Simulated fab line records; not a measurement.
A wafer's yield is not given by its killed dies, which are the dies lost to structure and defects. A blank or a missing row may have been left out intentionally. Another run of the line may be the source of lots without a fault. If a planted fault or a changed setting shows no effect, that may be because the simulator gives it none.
Lot-split experiment -- flow n5_finfet -- 39 wafers read from 7 lots, route of 1938 steps

## THE SPLIT
At N5_BEOL_M11_CVD_75 (deposits Co from CCTBA/H2, target thk 2 nm, time 138.9 s), the setting target_thk_a was moved away from the recipe's 20 angstrom on 15 of the 39 wafers read, by -44.4% to +58.5%. All remaining wafers had this setting at the recipe value.

The reading comes from the split's own step.

## THE READING
Co_of_BEOL_M11_CVD_75.thk_nm (the simulator's own value, which no gauge read), in nm, at N5_BEOL_M11_CVD_75 (deposits Co from CCTBA/H2, target thk 2 nm, time 138.9 s). The file does not state a usual value for it. The 24 wafers here that ran the recipe average 2.0 nm, standard deviation 0.12 nm.

wafer,"tool, chamber at the split","target_thk_a as run, angstrom",against the recipe,"Co_of_BEOL_M11_CVD_75.thk_nm, nm",against lot-mates on the recipe
L075.1,"cvd_co-02, 1,2,2,1",20,recipe,2,-
L075.2,"cvd_co-02, 1,2,2,1",20,recipe,2,-
L075.4,"cvd_co-02, 1,2,2,1",20,recipe,2,-
L075.6,"cvd_co-02, 1,2,2,1",20,recipe,2,-
L075.3,"cvd_co-02, 0",20,recipe,2.4,-
L075.5,"cvd_co-02, 0",20,recipe,2.2,-
L074.1,"cvd_co-01, 1,0,2",20,recipe,2,-
L074.2,"cvd_co-01, 1,0,2",20,recipe,2,-
L074.4,"cvd_co-01, 1,0,2",20,recipe,2,-
L074.3,"cvd_co-01, 2,1,0",11.35,-43.2%,1,-1.0
L074.5,"cvd_co-01, 2,1,0",11.35,-43.2%,1,-1.0
L074.6,"cvd_co-01, 2,1,0",11.35,-43.2%,1,-1.0
L076.1,"cvd_co-02, 1,2,0",31.7,+58.5%,3.2,+1.1
L076.2,"cvd_co-02, 1,2,0",31.7,+58.5%,3.2,+1.1
L076.4,"cvd_co-02, 1,2,0",31.7,+58.5%,3.2,+1.1
L076.3,"cvd_co-02, 0",20,recipe,2.2,-
L076.5,"cvd_co-02, 2,1",20,recipe,2,-
L076.6,"cvd_co-02, 2,1",20,recipe,2,-
L077.1,"cvd_co-01, 1,0",20,recipe,2,-
L077.3,"cvd_co-01, 1,0",20,recipe,2,-
L077.2,"cvd_co-01, 2,1",23.33,+16.6%,2.2,+0.3
L077.4,"cvd_co-01, 2,1",23.33,+16.6%,2.2,+0.3
L077.5,"cvd_co-01, 2",20,recipe,1.8,-
L077.6,"cvd_co-01, 0",23.33,+16.6%,2,+0.1
L078.3,"cvd_co-01, 2",20,recipe,2,-
L078.6,"cvd_co-01, 2",20,recipe,2,-
L078.5,"cvd_co-01, 0",20,recipe,1.8,-
L080.1,"cvd_co-02, 2,0,1",11.13,-44.4%,1.2,-0.9
L080.2,"cvd_co-02, 2,0,1",11.13,-44.4%,1.2,-0.9
L080.4,"cvd_co-02, 2,0,1",11.13,-44.4%,1.2,-0.9
L080.3,"cvd_co-02, 1,2",20,recipe,2,-
L080.5,"cvd_co-02, 1,2",20,recipe,2,-
L080.6,"cvd_co-02, 0",20,recipe,2.2,-
L091.1,"cvd_co-02, 0",20,recipe,2.2,-
L091.2,"cvd_co-02, 1",20,recipe,2,-
L091.4,"cvd_co-02, 1",20,recipe,2,-
L091.3,"cvd_co-02, 2",15.62,-21.9%,1.4,-0.7
L091.5,"cvd_co-02, 2,0",15.62,-21.9%,1.6,-0.5
L091.6,"cvd_co-02, 2,0",15.62,-21.9%,1.6,-0.5
When a row names more than one chamber, that row covers several wafers, and the file does not tell which wafer ran in which chamber.

FIT RESULTS
A straight line over all 39 wafers: Co_of_BEOL_M11_CVD_75.thk_nm changes by +0.0201 nm for each +1% of target_thk_a; r = +0.97; the points scatter about the line by 0.13 nm.
The same after taking each lot's own level away (the mean of its wafers on the recipe; 39 wafers): +0.0202 nm for each +1%; r = +0.98; scatter 0.11 nm.
On that fit, the largest move of target_thk_a shifts the reading by 1.2 nm.
Across the lots, their own levels run from 1.93 to 2.10 nm, a range of 1.3 times the standard deviation given above.
The two slopes agree, so the slope changes little with the lot-to-lot level.
Check: for one of the wafers moved furthest among these (+58.5%), held out of the fit, the line's prediction against its lot-mates is +1.16 nm. Against them it came out at +1.13 nm.

## THE OTHER SPLITS THESE WAFERS WENT THROUGH
Other splits were also applied to these wafers ahead of the reading. Each is held against what the fit with the lots' levels taken away leaves over:
other split on the same wafers,wafers away from the commonest value,r with Co_of_BEOL_M11_CVD_75.thk_nm (lot level and that fit taken away)
N5_FIN_SAQP_HM_DEP_72 target_thk_a,15,+0.21
N5_DUMMY_GATE_HM_DEP_06 time_s,30,-0.11
N5_MOL_CONTACT_COAG_SPUTTER_130 target_thk_a,15,-0.08
N5_BEOL_M6_HM_DEP_02 target_thk_a,15,-0.10
N5_BEOL_M7_DESCUM_33 time_s,18,+0.01
N5_BEOL_M11_ILD_DEP_00 time_s,15,-0.05

## FILE'S OWN FIT
Co_of_BEOL_M11_CVD_75.thk_nm changes by +0.0203 nm for each +1% of target_thk_a, r = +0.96.
